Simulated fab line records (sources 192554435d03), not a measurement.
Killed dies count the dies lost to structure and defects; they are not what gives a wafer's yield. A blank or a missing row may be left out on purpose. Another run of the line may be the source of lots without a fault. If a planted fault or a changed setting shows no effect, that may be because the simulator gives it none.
Which tool was responsible? | flow n5 finfet | 11 lots, 32 wafers sampled, at 3 steps of a route of 1938

## WHAT THE GAUGES READ, wafer by wafer
N5_START_INSPECT_01: inspects for defects (unpatterned scan). Usual: raw defect count at 5.8, with a standard deviation of 2.5.
lot  | measured    | on                | raw defect count | flag
L393 | day 1 18:02 | defect inspect-01 | 9 10 6           |
L395 | day 2 06:02 | defect inspect-01 | 6 5              |
L397 | day 2 18:02 | defect inspect-01 | 12 5 6           |
L400 | day 3 12:02 | defect inspect-02 | 6 7 7            |
L403 | day 4 06:02 | defect inspect-01 | 3 4 8            |
L404 | day 4 12:02 | defect inspect-02 | 6 7 3            |
L406 | day 5 00:02 | defect inspect-01 | 6 5 5            |
L407 | day 5 06:02 | defect inspect-02 | 1 4 8            |
L413 | day 6 18:02 | defect inspect-02 | 6 4 6            |
L414 | day 7 00:02 | defect inspect-01 | 5 13 6           |
L415 | day 7 06:02 | defect inspect-02 | 7 5 9            |

N5_ZERO_LAYER_CD_MEAS_11: target cd 2000 nm. Usual: cd nm at 2000.7 nm, with a standard deviation of 2.7.
lot  | measured    | on        | cd nm (nm)           | flag
L393 | day 1 18:39 | cd sem-01 | 2003.9 2001.1 1996.9 |
L395 | day 2 06:38 | cd sem-02 | 1997.5 2004.4        |
L397 | day 2 18:47 | cd sem-02 | 2003.5 2004.9 2002.3 |
L400 | day 3 12:38 | cd sem-01 | 1995.1 1997.1 1999.6 |
L403 | day 4 06:46 | cd sem-01 | 1998.2 1999.4 2002.2 |
L404 | day 4 12:38 | cd sem-02 | 1998.6 1997.9 2001.1 |
L406 | day 5 00:47 | cd sem-01 | 2001.6 2002.3 2004.6 |
L407 | day 5 06:40 | cd sem-01 | 2003.2 2000.2 2000.0 |
L413 | day 6 18:39 | cd sem-03 | 2026.5 1999.6 2025.4 | OFF
L414 | day 7 00:39 | cd sem-03 | 2024.9 1998.2 2025.9 | OFF
L415 | day 7 06:38 | cd sem-02 | 2026.6 2003.5 2021.4 | OFF

## WHICH TOOL RAN EACH LOT (tool, then ch and the chambers of the sampled wafers, then the start)
lot  | N5_ZERO_LAYER_EXPOSE_08
L393 | krf scanner-02 ch 0, day 1 18:29
L395 | krf scanner-02 ch 0, day 2 06:28
L397 | krf scanner-01 ch 0, day 2 18:37
L400 | krf scanner-01 ch 0, day 3 12:28
L403 | krf scanner-01 ch 0, day 4 06:35
L404 | krf scanner-01 ch 0, day 4 12:28
L406 | krf scanner-02 ch 0, day 5 00:37
L407 | krf scanner-02 ch 0, day 5 06:30
L413 | krf scanner-02 ch 0, day 6 18:28
L414 | krf scanner-02 ch 0, day 7 00:29
L415 | krf scanner-02 ch 0, day 7 06:28
- N5_ZERO_LAYER_EXPOSE_08: exposes mask ZERO, defocus 0 nm, target cd 2000 nm.

## WHAT THE TOOLS THEMSELVES READ (means of the sampled wafers that have a number; where no wafer has one, the mark that the record gives instead)
The record holds no such reading with a usual standard deviation.

## THE ANSWER, worked out from the rows above alone
Rule: lot off if the mean of its wafers having a number is beyond 3 standard deviations from the usual mean. Also off: a lot with no number at a reading for which 4 or more lots have one. All remaining lots with rows at the step are treated as sound. First the gauges in route order, then the tools' own readings, where a lot's mean is used as printed above. At the first step where some lot is off, the reading lying furthest off is the one used; lots without a number count as furthest.
Off, at N5_ZERO_LAYER_CD_MEAS_11 on cd nm: L413, L414, L415.
If a tool, at a process step before that reading, ran all the lots that are off and no sound lot after the first of them, it fits. The gauges at N5_ZERO_LAYER_CD_MEAS_11 are tried like those tools. One candidate fits, namely krf scanner-02 at N5_ZERO_LAYER_EXPOSE_08. A fault onset in the window from L407 (day 5 06:30, its last sound lot) to L413 (day 6 18:28, its first lot off) fits.

## WHAT THE SIMULATOR HAD INSERTED
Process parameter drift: krf scanner-02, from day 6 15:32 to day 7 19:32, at N5_ZERO_LAYER_EXPOSE_08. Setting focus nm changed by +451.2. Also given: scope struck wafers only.
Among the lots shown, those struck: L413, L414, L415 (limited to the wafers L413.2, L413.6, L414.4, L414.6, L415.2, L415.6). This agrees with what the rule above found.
